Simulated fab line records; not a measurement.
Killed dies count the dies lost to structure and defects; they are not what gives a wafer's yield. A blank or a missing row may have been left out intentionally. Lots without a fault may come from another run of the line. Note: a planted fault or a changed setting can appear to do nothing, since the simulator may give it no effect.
Split-lot study + flow n5_finfet + 21 wafers read from 7 lots, route of 1938 steps

== ABOUT THE SPLIT ==
At N5_FIN_SAQP_SPACER1_ALD_24 (deposits SiO2, target thk 20.3 nm, pulse time 1 s, purge time 2 s), the setting ald_cycles was moved away from the recipe's 218 on 3 of the 21 wafers read, by -9.6% to +6.0%. The other wafers ran this setting at the recipe's value.

== FROM THE SPLIT TO THE READING: what the file shows between them, 2 steps ==
- N5_FIN_SAQP_SPACER1_ETCHBACK_25: etches SiO2 in CHF3/O2, target depth 24.4 nm, time 12.2 s
- N5_FIN_SAQP_MANDREL1_REMOVE_56: chemistry HBr/Cl2/O2, target a-Si, stops on SiNx, bt time 10 s

== THE READING ==
At N5_FIN_SAQP_CD_MEAS_27: cd_nm in nanometres, against a target cd of 20 nm. Fault-free wafers of this fab line usually give 20.25 nm, standard deviation 0.26 nm.

| wafer  | tool, chamber at the split | ald_cycles as run | against the recipe | cd_nm, nm | against lot-mates on the recipe |
|--------|----------------------------|-------------------|--------------------|-----------|---------------------------------|
| L076.3 | ald_sin-02, 0              | 231               | +6.0%              | 22.02     | +1.68                           |
| L076.4 | ald_sin-02, 3              | 218               | recipe             | 20.34     | -                               |
| L076.6 | ald_sin-02, 2              | 231               | +6.0%              | 21.26     | +0.92                           |
| L078.1 | ald_sin-01, 3,1,3          | 218               | recipe             | 20.03     | -                               |
| L078.2 | ald_sin-01, 3,1,3          | 218               | recipe             | 19.78     | -                               |
| L078.5 | ald_sin-01, 3,1,3          | 218               | recipe             | 19.93     | -                               |
| L079.1 | ald_sin-01, 0,2            | 218               | recipe             | 20.13     | -                               |
| L079.2 | ald_sin-01, 0,2            | 218               | recipe             | 20.28     | -                               |
| L079.5 | ald_sin-01, 1              | 218               | recipe             | 20.24     | -                               |
| L081.1 | ald_sin-02, 3,0,1          | 218               | recipe             | 20.32     | -                               |
| L081.2 | ald_sin-02, 3,0,1          | 218               | recipe             | 20.23     | -                               |
| L081.4 | ald_sin-02, 3,0,1          | 218               | recipe             | 19.99     | -                               |
| L082.2 | ald_sin-01, 1,3            | 218               | recipe             | 19.99     | -                               |
| L082.3 | ald_sin-01, 0              | 218               | recipe             | 20.20     | -                               |
| L082.5 | ald_sin-01, 1,3            | 218               | recipe             | 20.23     | -                               |
| L084.2 | ald_sin-02, 1              | 218               | recipe             | 19.88     | -                               |
| L084.3 | ald_sin-02, 0,2            | 218               | recipe             | 19.89     | -                               |
| L084.5 | ald_sin-02, 0,2            | 218               | recipe             | 20.29     | -                               |
| L095.2 | ald_sin-01, 0              | 218               | recipe             | 20.08     | -                               |
| L095.3 | ald_sin-01, 1              | 197               | -9.6%              | 18.25     | -1.96                           |
| L095.5 | ald_sin-01, 0              | 218               | recipe             | 20.35     | -                               |
If several chambers appear in one row, that row covers several wafers at once and the file leaves open which wafer was in which chamber.

FIT RESULTS
A straight line over all 21 wafers: cd_nm changes by +0.22 nm for each +1% of ald_cycles; r = +0.94; the points scatter about the line by 0.22 nm.
The same after taking each lot's own level away (the mean of its wafers on the recipe; 21 wafers): +0.21 nm for each +1%; r = +0.96; scatter 0.17 nm.
That fit puts the effect of the largest move of ald_cycles on the reading at 2 nm.
Measured against the standard deviation above, the lots' own levels, which go from 19.913 to 20.340 nm, span 1.6 times it.
Consequently the slope shifts little with the lot-to-lot level, the two slopes agreeing.
Check: -2.1 nm against its lot-mates is what the line predicts for one of the wafers moved furthest among these (-9.6%) when that wafer is left out of the fit. It came out at -1.96 nm against them.

== THE OTHER SPLITS THESE WAFERS WENT THROUGH ==
Before the reading, these wafers also passed through other splits. Each is held against what the fit with the lots' levels taken away leaves over:
| other split on the same wafers            | wafers away from the commonest value | r with cd_nm (lot level and that fit taken away) |
|-------------------------------------------|--------------------------------------|--------------------------------------------------|
| N5_ZERO_LAYER_EXPOSE_08 dose_mj           | 8                                    | +0.09                                            |
| N5_WELL_APT_COAT_02 spin_rpm              | 8                                    | -0.07                                            |
| N5_PMOS_HMC_CHANNEL_EPI_EXPOSE_06 dose_mj | 11                                   | -0.01                                            |
| N5_PMOS_HMC_CHANNEL_EPI_ETCH_32 bias_w    | 8                                    | -0.16                                            |
| N5_FIN_SAQP_DESCUM_21 time_s              | 6                                    | +0.14                                            |

== THE WHOLE CHAIN: every reading that the file lists as answering this split, in the file's order ==
| step                           | what it does                                                      | reading                                                                                 | change (the file's fit)               | r (the file's) |
|--------------------------------|-------------------------------------------------------------------|-----------------------------------------------------------------------------------------|---------------------------------------|----------------|
| N5_FIN_SAQP_SPACER1_ALD_24     | deposits SiO2, target thk 20.3 nm, pulse time 1 s, purge time 2 s | SiO2_of_FIN_SAQP_SPACER1_ALD_24.thk_nm (the simulator's own value, which no gauge read) | +0.186 nm for each +1% of the setting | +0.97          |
| N5_FIN_SAQP_MANDREL1_REMOVE_56 | chemistry HBr/Cl2/O2, target a-Si, stops on SiNx, bt time 10 s    | FIN_SAQP.cd_nm (the simulator's own value, which no gauge read)                         | +0.208 nm for each +1% of the setting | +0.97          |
| N5_FIN_SAQP_CD_MEAS_27         | target cd 20 nm                                                   | cd_nm                                                                                   | +0.208 nm for each +1% of the setting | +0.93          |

== THE FILE'S OWN FIT ==
cd_nm changes by +0.208 nm for each +1% of ald_cycles, r = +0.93.
